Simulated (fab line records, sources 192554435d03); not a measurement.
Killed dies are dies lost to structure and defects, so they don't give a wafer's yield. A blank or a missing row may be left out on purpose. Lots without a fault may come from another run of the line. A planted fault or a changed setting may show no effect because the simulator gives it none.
fab line records | flow n5_finfet
record lots=6 wafers=18 last_day=17
route steps=1938 shown BEOL_M8@1377 PASSIVATION@1936
lots that met no fault: from a run of the same line without faults
start_h: hours from the record's first day to the start of the lot's first wafer shown | wait_h: hours since the lot's step before | " the same as in the row above | L1.1+2: a row that stands for several wafers | - no value, or no start given | * or withheld: withheld | < > ~ a bound
route shown NAME@n: a module of which the file shows steps, and the number in the route of the first | usual: mean/standard deviation of fault-free wafers | same: alike in all rows | chamber/n: place in a boat | sites: the reading at each site | _std_site: their standard deviation | _edge_site: outer sites' mean less inner sites' | radius_mm: how far each site lies from the wafer's centre | mask NAME#n: copy n | behind: the tool/chamber that last shaped the wafer | hold: why the lot was held/for how many hours/how that ended | device: the transistor (n, p or np) that didn't switch | end of line: the same wafers' tests at the end of the route | a step without rows: its recipe alone | killed: dies lost to structure and defects at the first sort, not the wafer's yield | map: a wafer's dies, x killed, . not, _ none there
set.NAME: the setting as run; set.NAME@STEP: as run at that earlier step | model.NAME: the simulator's own value behind a step, which no gauge read
lots at some steps of the route; a table a step, a row a wafer
services: from which hour (start_h, from the record's first day; less than 0 if before it) a tool's chamber was out of use, for how many hours, and why
## steps
# step N5_BEOL_M8_TRENCH_ETCH_37
# recipe chemistry=C4F6/O2 target_depth_a=934.78 target=SiCOH_lowk time_s=31.2 ion_energy_ev=250 pressure_mtorr=30 source_w=345 bias_w=185 Ar_flow_sccm=300 C4F6_flow_sccm=10 O2_flow_sccm=10
# usual chamber_pressure_mTorr=30.002/0.027 drypump_motor_current_A=5.7/0.54 oes_product_au=0.82/0.073 rf_vpp_V=664/5.7 showerhead_plenum_p_Torr=2.88/0.086 throttle_valve_pct=20.85/0.21
# columns lot.wafer tool chamber start_h wait_h chamber_pressure_mTorr drypump_motor_current_A oes_product_au rf_hours_counter_h rf_vpp_V showerhead_plenum_p_Torr throttle_valve_pct
L112.1 rie_diel-02 0 - - 30.013 6.3 0.94 16 662 3.02 20.67
L112.2 " 2 " " 29.996 5.5 0.90 27 662 2.80 20.74
L112.3 " 3 " " 30.016 4.7 0.73 205 663 2.83 20.99
L115.3 rie_diel-02 0 - - 29.946 6.2 0.92 19 662 3.02 20.69
L115.4 " 3 " " 29.964 4.7 0.72 208 662 2.83 20.97
L115.5 " 2 " " 30.025 5.5 0.90 - 664 2.80 20.76
L118.2 rie_diel-03 3 - - 30.032 4.9 0.71 208 673 2.81 21.00
L118.3 " 0 " " 29.984 6.0 0.82 97 662 2.98 20.83
L118.4 " 2 " " 29.999 5.4 0.90 28 660 2.78 20.56
L123.1 rie_diel-02 2 - - 30.009 5.5 0.87 45 662 2.79 20.77
L123.2 " 3 " " 30.047 4.7 0.71 229 662 2.82 21.02
L123.6 " 3 " " 29.984 4.7 0.72 - 662 2.82 21.03
L125.4 rie_diel-04 3 - - 30.040 5.4 0.81 - 668 2.99 20.77
L125.5 " 0 " " 29.985 5.8 0.88 - 659 2.78 20.81
L125.6 " 1 " " 30.013 6.6 0.71 - 676 2.93 21.31
L134.3 rie_diel-03 0 - - 29.996 6.0 0.79 126 663 2.96 20.86
L134.4 " 1 " " 29.992 5.7 0.83 - 655 2.89 20.77
L134.6 " 0 " " 30.062 6.0 0.79 - 661 2.96 20.87
# step N5_BEOL_M8_ETCH_41
# recipe chemistry=CH3F/O2 target=SiCN target_depth_a=319 taper_deg=2 time_s=57.8 ion_energy_ev=120 mask_material=TiN pressure_mtorr=30 source_w=395 bias_w=75 Ar_flow_sccm=150 CH3F_flow_sccm=30 O2_flow_sccm=20
# usual CH3F_flow_sccm=29.99/0.086 chamber_pressure_mTorr=30.00/0.031 drypump_motor_current_A=5.7/0.54 oes_product_au=0.82/0.072 rf_vpp_V=297.8/1.5 showerhead_plenum_p_Torr=2.02/0.063 throttle_valve_pct=16.24/0.21
# columns lot.wafer tool chamber start_h wait_h CH3F_flow_sccm chamber_pressure_mTorr drypump_motor_current_A oes_product_au rf_hours_counter_h rf_vpp_V showerhead_plenum_p_Torr throttle_valve_pct
L112.1 rie_diel-02 0 - - 29.97 30.04 6.3 0.93 16 299.5 2.13 16.04
L112.2 " 2 " " 30.01 30.01 5.5 0.91 27 296.4 1.97 16.07
L112.3 " 3 " " 30.03 29.99 4.7 0.73 205 296.1 1.99 16.40
L115.3 rie_diel-02 0 - - 30.07 29.99 6.2 0.91 19 299.0 2.13 16.06
L115.4 " 3 " " 29.98 29.97 4.7 0.73 208 297.2 1.98 16.40
L115.5 " 2 " " 29.95 30.04 5.5 0.88 - 296.3 1.96 16.07
L118.2 rie_diel-03 3 - - 30.11 30.03 4.9 0.73 208 297.3 1.98 16.44
L118.3 " 0 " " 29.99 30.02 6.0 0.83 97 296.6 2.10 16.24
L118.4 " 2 " " 29.95 29.96 5.4 0.89 28 297.0 1.95 15.97
L123.1 rie_diel-02 2 - - 29.98 30.01 5.5 0.86 45 296.6 1.96 16.10
L123.2 " 3 " " 30.00 29.98 4.7 0.71 229 298.0 1.98 16.45
L123.6 " 3 " " 30.11 30.00 4.7 0.72 - 297.3 1.98 16.46
L125.4 rie_diel-04 3 - - 30.00 30.00 5.4 0.81 - 299.5 2.10 16.19
L125.5 " 0 " " 29.91 29.96 5.8 0.89 - 296.6 1.95 16.17
L125.6 " 1 " " 30.03 30.05 6.6 0.71 - 299.6 2.06 16.70
L134.3 rie_diel-03 0 - - 30.02 29.97 6.0 0.79 126 299.7 2.09 16.29
L134.4 " 1 " " 29.82 29.98 5.7 0.82 - 297.6 2.03 16.14
L134.6 " 0 " " 30.02 29.96 6.0 0.79 - 298.4 2.09 16.28
# step N5_BEOL_M8_STRIP_80
# recipe chemistry=N2/H2 time_s=10 power_w=450 temp_c=40 pressure_mtorr=20 rf_frequency_hz=6e+07 bias_power_w=7 n2_flow_sccm=200 h2_flow_sccm=200
# usual chamber_pressure_mTorr=20.001/0.019 drypump_motor_current_A=5.7/0.54 h2_flow_sccm=200.0/0.64 oes_product_au=0.82/0.072 rf_vpp_V=59.3/0.88 showerhead_plenum_p_Torr=2.57/0.081 throttle_valve_pct=23.58/0.27
# columns lot.wafer tool chamber start_h wait_h chamber_pressure_mTorr drypump_motor_current_A h2_flow_sccm oes_product_au rf_hours_counter_h rf_vpp_V showerhead_plenum_p_Torr throttle_valve_pct
L112.1 rie_diel-02 0 - - 20.002 6.2 200.6 0.93 16 61.3 2.70 23.37
L112.2 " 2 " " 20.011 5.5 199.2 0.90 27 59.9 2.48 23.55
L112.3 " 3 " " 20.018 4.7 200.7 0.72 205 59.7 2.51 23.58
L115.3 rie_diel-02 0 - - 20.008 6.2 201.0 0.91 20 59.5 2.70 23.38
L115.4 " 3 " " 19.984 4.7 199.7 0.72 208 58.6 2.51 23.59
L115.5 " 2 " " 19.997 5.5 199.8 0.89 - 59.5 2.48 23.56
L118.2 rie_diel-03 3 - - 19.974 4.9 200.1 0.72 208 59.7 2.51 23.62
L118.3 " 0 " " 19.990 6.0 201.4 0.82 97 59.6 2.67 23.80
L118.4 " 2 " " 19.988 5.4 200.5 0.89 28 60.2 2.48 23.31
L123.1 rie_diel-02 2 - - 20.023 5.5 200.4 0.87 45 60.8 2.47 23.57
L123.2 " 3 " " 20.006 4.7 200.7 0.70 229 59.3 2.50 23.58
L123.6 " 3 " " 19.995 4.7 200.8 0.71 - 58.8 2.50 23.60
L125.4 rie_diel-04 3 - - 20.012 5.4 199.8 0.81 - 59.8 2.67 23.32
L125.5 " 0 " " 20.011 5.8 199.4 0.88 - 59.9 2.48 23.58
L125.6 " 1 " " 20.002 6.6 198.8 0.71 - 59.5 2.62 24.19
L134.3 rie_diel-03 0 - - 20.021 6.0 199.3 0.79 126 59.8 2.66 23.84
L134.4 " 1 " " 19.998 5.7 200.4 0.83 - 59.9 2.57 23.32
L134.6 " 0 " " 20.030 6.0 197.9 0.80 - 60.1 2.66 23.83
# step N5_BEOL_M8_OCD_MEAS_38
# usual trench_depth_nm=93.3/1.2
# columns lot.wafer tool chamber start_h wait_h trench_depth_nm
L112.1 ocd-02 - 204.79 - 93.8
L112.2 " - " " 94.6
L112.3 " - " " 92.4
L115.3 ocd-01 - 212.58 - 92.6
L115.4 " - " " 91.5
L115.5 " - " " 93.3
L118.2 ocd-02 - 257.10 - 93.6
L118.3 " - " " 93.4
L118.4 " - " " 93.3
L123.1 ocd-02 - 270.09 - 93.3
L123.2 " - " " 92.3
L123.6 " - " " 93.0
L125.4 ocd-02 - 276.30 - 92.9
L125.5 " - " " 92.7
L125.6 " - " " 91.1
L134.3 ocd-01 - 329.32 - 92.6
L134.4 " - " " 92.9
L134.6 " - " " 91.8
# step N5_BEOL_M8_HM_STRIP_39
# recipe chemistry=peroxide_tin_strip material=TiN target_depth_a=250 temp_c=50 time_s=158
# step N5_BEOL_M8_SRD_40
# recipe time_s=30 temp_c=23 rinse_liquid=diw dry=ipa_marangoni
# step N5_BEOL_M8_PRECLEAN_42
# recipe chemistry=residue_remover time_s=60 temp_c=40
# step N5_BEOL_M8_SRD_43
# recipe time_s=30 temp_c=23 rinse_liquid=diw dry=ipa_marangoni
# step N5_BEOL_M8_CD_MEAS_35
# recipe target_cd_nm=40 polarity=opening
# usual cd_nm=39.8/0.51
# columns lot.wafer tool chamber start_h wait_h cd_nm
L112.1 cd_sem-01 - 204.94 0.0 38.9
L112.2 " - " " 39.2
L112.3 " - " " 39.1
L115.3 cd_sem-01 - 212.74 0.0 40.2
L115.4 " - " " 40.3
L115.5 " - " " 40.4
L118.2 cd_sem-01 - 257.26 0.0 39.6
L118.3 " - " " 39.5
L118.4 " - " " 39.5
L123.1 cd_sem-03 - 270.24 0.0 39.6
L123.2 " - " " 40.0
L123.6 " - " " 40.2
L125.4 cd_sem-03 - 276.46 0.0 39.8
L125.5 " - " " 40.1
L125.6 " - " " 39.0
L134.3 cd_sem-03 - 329.48 0.0 39.1
L134.4 " - " " 39.5
L134.6 " - " " 40.1
# step N5_BEOL_M8_CURE_75
# recipe temp_c=370 time_s=120 ambient=DMADMS/He material=SiCOH_lowk
# step N5_BEOL_M8_DEGAS_44
# recipe ambient=vacuum temp_c=250 time_s=60
# usual heater_power_w=325/25 susceptor_temp_C=250.02/0.16
# columns lot.wafer tool chamber start_h wait_h heater_power_w susceptor_temp_C
L112.1 pvd_sputter-03 - 206.21 1.2 331 250.02
L112.2 " - " " 313 249.99
L112.3 " - " " 305 250.28
L115.3 pvd_sputter-02 - 213.13 0.2 270 250.10
L115.4 " - " " 346 249.94
L115.5 " - " " 272 250.06
L118.2 pvd_sputter-01 - 257.87 0.5 352 250.02
L118.3 " - " " 343 250.15
L118.4 " - " " 367 250.15
L123.1 pvd_sputter-01 - 270.81 0.4 332 249.88
L123.2 " - " " 361 249.83
L123.6 " - " " 340 250.01
L125.4 pvd_sputter-03 - 276.85 0.2 299 250.11
L125.5 " - " " 312 250.10
L125.6 " - " " 307 249.93
L134.3 pvd_sputter-03 - 329.87 0.2 318 249.96
L134.4 " - " " 330 249.85
L134.6 " - " " 299 250.08
# step N5_BEOL_M8_PRE_CLEAN_45
# recipe gas=H2/He time_s=30 temp_c=250
# step N5_BEOL_M8_ALD_77
# recipe material=TaN target_thk_a=20 temp_c=275 ald_precursor_family=PDMAT ald_co_reactant=NH3 pressure_torr=3 carrier_flow_sccm=1500 pulse_time_s=2 purge_time_s=3 co_reactant_purge_time_s=2 co_reactant_pulse_time_s=3 ald_cycles=40 precursor_vessel_temp_c=75 precursor_vessel_pressure_torr=26.25 precursor_vessel_carrier_sccm=1000
# usual heater_power_w=414/38 susceptor_temp_C=275.00/0.18
# columns lot.wafer tool chamber start_h wait_h heater_power_w susceptor_temp_C
L112.1 ald_metal-04 0 206.47 0.2 415 275.10
L112.2 " 1 " " 437 274.94
L112.3 " 2 " " 436 275.33
L115.3 ald_metal-03 1 213.23 0.0 366 275.35
L115.4 " 0 " " 393 274.94
L115.5 " 2 " " 421 274.99
L118.2 ald_metal-04 3 257.99 0.1 299 256.72
L118.3 " 2 " " 367 256.38
L118.4 " 0 " " 347 256.82
L123.1 ald_metal-04 3 270.98 0.1 281 256.10
L123.2 " 0 " " 366 256.48
L123.6 " 3 " " 292 256.37
L125.4 ald_metal-02 2 276.95 0.0 456 275.15
L125.5 " 1 " " 435 275.38
L125.6 " 0 " " 455 275.08
L134.3 ald_metal-02 1 329.99 0.1 418 274.89
L134.4 " 2 " " 464 275.13
L134.6 " 2 " " 448 275.14
# step N5_BEOL_M8_SURFACE_TREAT_79
# recipe gas=Ar time_s=* ion_energy_ev=* ion_current_ma_cm2=0.5 pressure_mtorr=* ar_flow_sccm=30
# usual throttle_valve_pct=*
# columns lot.wafer tool chamber start_h wait_h throttle_valve_pct
L112.1 pvd_sputter-03 - 206.79 0.2 *
L112.2 " - " " *
L112.3 " - " " *
L115.3 pvd_sputter-03 - 213.51 0.2 *
L115.4 " - " " *
L115.5 " - " " *
L118.2 pvd_sputter-01 - 258.29 0.2 *
L118.3 " - " " *
L118.4 " - " " *
L123.1 pvd_sputter-02 - 271.31 0.2 *
L123.2 " - " " *
L123.6 " - " " *
L125.4 pvd_sputter-02 - 277.31 0.2 *
L125.5 " - " " *
L125.6 " - " " *
L134.3 pvd_sputter-03 - 330.49 0.4 *
L134.4 " - " " *
L134.6 " - " " *
# step N5_PASSIVATION_PROBE_49
# usual defect_limited_yield=91.3/1.3 killed_at_M0_to_M3=35/13 killed_at_M4_up=13/5.2 killed_at_contacts=12/6.2 killed_at_front_end=39/9.6 killed_at_other=3.1/2.6 killed_dies=102/16 killed_open=68/13 killed_short=33/6.9 sort_bin_5_function=5.1/0.87 sort_bin_6_memory=3.3/0.67 sort_n_pass=1078/16 sort_yield_pct=91.3/1.3
# same gross_dies=1180 killed_at_back_side=0 sort_bin_4_leakage[%]=0 sort_bin_8_speed[%]=0
# columns lot.wafer tool chamber start_h wait_h defect_limited_yield[%] killed_at_M0_to_M3 killed_at_M4_up killed_at_contacts killed_at_front_end killed_at_other killed_dies killed_open killed_short sort_bin_5_function[%] sort_bin_6_memory[%] sort_n_pass sort_yield_pct[%]
L112.1 prober-01 - 276.64 0.0 93.4 29 13 4 31 1 78 53 23 4.1 2.5 1102 93.4
L112.2 prober-01 - 276.69 0.1 92.9 29 10 7 35 3 84 57 25 3.9 3.1 1096 92.9
L112.3 prober-01 - 276.74 0.1 93.3 8 8 16 45 2 79 55 22 4.5 2.2 1101 93.3
L115.3 prober-01 - 282.75 0.1 92.4 28 9 12 36 5 90 54 35 4.3 3.1 1090 92.4
L115.4 prober-01 - 282.80 0.2 89.7 58 6 7 47 4 122 81 41 5.8 4.2 1058 89.7
L115.5 prober-01 - 282.85 0.2 91.9 24 6 9 51 5 95 52 41 4.9 2.8 1085 91.9
L118.2 prober-02 - 327.66 0.1 91.5 34 13 7 44 2 100 70 27 5.1 3.1 1080 91.5
L118.3 prober-02 - 327.71 0.1 88.9 67 10 7 45 2 131 86 43 6.6 4.2 1049 88.9
L118.4 prober-02 - 327.76 0.2 90.8 57 11 4 31 5 108 72 36 5.7 3.1 1072 90.8
L123.1 prober-01 - 335.55 0.0 93.1 28 12 19 18 5 82 58 23 3.6 3.0 1098 93.1
L123.2 prober-01 - 335.60 0.1 92.1 39 9 13 25 7 93 58 33 4.9 2.6 1087 92.1
L123.6 prober-01 - 335.80 0.3 91.2 44 9 8 36 7 104 74 30 5.3 3.5 1076 91.2
L125.4 prober-02 - 335.94 0.2 89.5 36 9 25 52 2 124 79 44 6.2 4.1 1056 89.5
L125.5 prober-02 - 335.99 0.2 90.9 50 8 8 37 4 107 59 45 4.7 3.4 1073 90.9
L125.6 prober-02 - 336.04 0.3 90.1 34 14 13 55 1 117 73 44 5.6 4.1 1063 90.1
# killed by level:class
L112.1 STI_FIN_REVEAL:geometric_particle:open=8 BEOL_M2:geometric_particle:open=8 BEOL_M4:geometric_particle:open=8 GATE_CUT:geometric_particle:short=4 MOL_CONTACT_COAG:geometric_particle:open=4 BEOL_M1:geometric_particle:open=4 BEOL_M3:geometric_particle:short=4 STARTING-WAFER:geometric_particle:open=4
L112.2 BEOL_M2:geometric_particle:open=10 STI_FIN_REVEAL:geometric_particle:open=7 MOL_CONTACT_COAG:geometric_particle:open=7 FIN_SAQP:geometric_particle:short=6 GATE_CUT:geometric_particle:short=6 BEOL_M1:geometric_particle:open=6 FIN_SAQP:geometric_particle:open=5 SDB:geometric_particle:open=3
L112.3 MOL_CONTACT_COAG:geometric_particle:open=14 STI_FIN_REVEAL:geometric_particle:open=11 FIN_SAQP:geometric_particle:open=8 GATE_CUT:geometric_particle:short=6 FIN_SAQP:geometric_particle:short=5 DUMMY_GATE:geometric_particle:open=3 BEOL_M1:geometric_particle:short=3 BEOL_M7:geometric_particle:open=3
L115.3 MOL_CONTACT_COAG:geometric_particle:open=9 FIN_SAQP:geometric_particle:short=8 BEOL_M0_SAQP:geometric_particle:short=7 BEOL_M0_SAQP:geometric_particle:open=6 BEOL_M3:geometric_particle:open=6 GATE_CUT:geometric_particle:short=5 FIN_SAQP:geometric_particle:open=4 GATE_CUT:geometric_particle:open=4
L115.4 BEOL_M0_SAQP:geometric_particle:open=18 STI_FIN_REVEAL:geometric_particle:open=16 BEOL_M0_SAQP:geometric_particle:short=15 FIN_SAQP:geometric_particle:short=11 BEOL_M1:geometric_particle:open=11 FIN_SAQP:geometric_particle:open=10 BEOL_M3:geometric_particle:open=9 MOL_CONTACT_COAG:geometric_particle:open=5
L115.5 STI_FIN_REVEAL:geometric_particle:open=9 FIN_SAQP:geometric_particle:open=7 FIN_SAQP:geometric_particle:short=7 BEOL_M0_SAQP:geometric_particle:open=7 GATE_CUT:geometric_particle:short=7 GATE_CUT:geometric_particle:open=5 MOL_CONTACT_COAG:geometric_particle:open=5 MOL_CONTACT_COAG:geometric_particle:short=4
L118.2 STI_FIN_REVEAL:geometric_particle:open=11 BEOL_M0_SAQP:geometric_particle:open=8 DUMMY_GATE:geometric_particle:open=7 BEOL_M0_SAQP:geometric_particle:short=7 BEOL_M1:geometric_particle:open=7 MOL_CONTACT_COAG:geometric_particle:open=6 BEOL_M2:geometric_particle:open=6 STARTING-WAFER:geometric_particle:open=6
L118.3 BEOL_M0_SAQP:geometric_particle:open=17 BEOL_M0_SAQP:geometric_particle:short=12 FIN_SAQP:geometric_particle:open=11 BEOL_M2:geometric_particle:open=9 BEOL_M3:geometric_particle:open=8 DUMMY_GATE:geometric_particle:open=6 GATE_CUT:geometric_particle:short=6 BEOL_M1:geometric_particle:open=6
L118.4 BEOL_M0_SAQP:geometric_particle:open=15 STI_FIN_REVEAL:geometric_particle:open=12 BEOL_M0_SAQP:geometric_particle:short=11 BEOL_M1:geometric_particle:short=10 BEOL_M1:geometric_particle:open=9 BEOL_M2:geometric_particle:open=7 FIN_SAQP:geometric_particle:short=4 FIN_SAQP:geometric_particle:open=4
L123.1 MOL_CONTACT_COAG:geometric_particle:open=16 STI_FIN_REVEAL:geometric_particle:open=6 BEOL_M0_SAQP:geometric_particle:short=6 BEOL_M3:geometric_particle:open=6 BEOL_M0_SAQP:geometric_particle:open=5 BEOL_M0:geometric_particle:open=5 BEOL_M4:geometric_particle:open=4 MOL_CONTACT_COAG:geometric_particle:short=3
L123.2 BEOL_M0_SAQP:geometric_particle:short=13 MOL_CONTACT_COAG:geometric_particle:open=11 BEOL_M0_SAQP:geometric_particle:open=7 BEOL_M3:geometric_particle:open=7 STI_FIN_REVEAL:geometric_particle:open=6 DUMMY_GATE:geometric_particle:open=4 GATE_CUT:geometric_particle:short=4 BEOL_M1:geometric_particle:open=4
L123.6 BEOL_M0_SAQP:geometric_particle:open=18 FIN_SAQP:geometric_particle:short=9 FIN_SAQP:geometric_particle:open=7 STI_FIN_REVEAL:geometric_particle:open=7 MOL_CONTACT_COAG:geometric_particle:open=7 BEOL_M0_SAQP:geometric_particle:short=7 BEOL_M1:geometric_particle:open=5 BEOL_M3:geometric_particle:open=5
L125.4 MOL_CONTACT_COAG:geometric_particle:open=18 FIN_SAQP:geometric_particle:open=17 BEOL_M0_SAQP:geometric_particle:short=9 BEOL_M3:geometric_particle:open=8 STI_FIN_REVEAL:geometric_particle:open=7 DUMMY_GATE:geometric_particle:open=7 FIN_SAQP:geometric_particle:short=6 MOL_CONTACT_COAG:geometric_particle:short=6
L125.5 BEOL_M0_SAQP:geometric_particle:short=15 BEOL_M0_SAQP:geometric_particle:open=13 BEOL_M3:geometric_particle:open=11 MOL_CONTACT_COAG:geometric_particle:open=7 BEOL_M3:geometric_particle:short=7 ILD0:geometric_particle:short=5 GATE_CUT:geometric_particle:open=4 FIN_SAQP:geometric_particle:open=3
L125.6 FIN_SAQP:geometric_particle:open=15 STI_FIN_REVEAL:geometric_particle:open=10 FIN_SAQP:geometric_particle:short=9 GATE_CUT:geometric_particle:short=8 MOL_CONTACT_COAG:geometric_particle:open=8 BEOL_M3:geometric_particle:open=8 BEOL_M2:geometric_particle:open=6 MOL_CONTACT_COAG:geometric_particle:short=5
## services
# columns tool chamber start_h hours kind
rie_diel-04 2 190.24 6.7 repair
rie_diel-03 3 197.34 29.9 repair
rie_diel-03 2 197.76 2.9 repair
rie_diel-03 0 199.70 6.3 repair
rie_diel-02 - 215.16 4.3 pm
rie_diel-02 2 225.53 14.6 repair
ald_metal-04 - 240.27 6.0 pm
ald_metal-02 - 241.83 8.7 pm
ald_metal-04 1 263.04 40.6 repair
ald_metal-03 0 276.34 1.7 repair
rie_diel-04 1 288.71 11.0 repair
ald_metal-04 0 290.38 4.5 repair
rie_diel-04 - 298.50 2.8 pm
rie_diel-03 3 301.67 7.3 repair
ald_metal-04 1 304.06 15.4 repair
ald_metal-02 1 311.90 5.8 repair
rie_diel-03 3 322.29 11.0 repair
ald_metal-03 - 323.69 8.7 pm
## key
first_sign step=N5_BEOL_M8_ALD_77 reading=susceptor_temp_C direction=down sigmas=99+ usual=* struck=*
effect step=N5_BEOL_M8_ALD_77 reading=heater_power_w direction=down sigmas=2.3 usual=* struck=*
met_at N5_BEOL_M8_ALD_77
struck_wafers L118.2,L118.3,L118.4,L123.1,L123.2,L123.6
onset_between 206.47 257.99
fault kind=process_parameter_drift tool=ald_metal-04 chamber=- onset_h=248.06 steps=N5_BEOL_M8_ALD_77 channel=temp_c offset=* shape=step acts_in=* stated=*
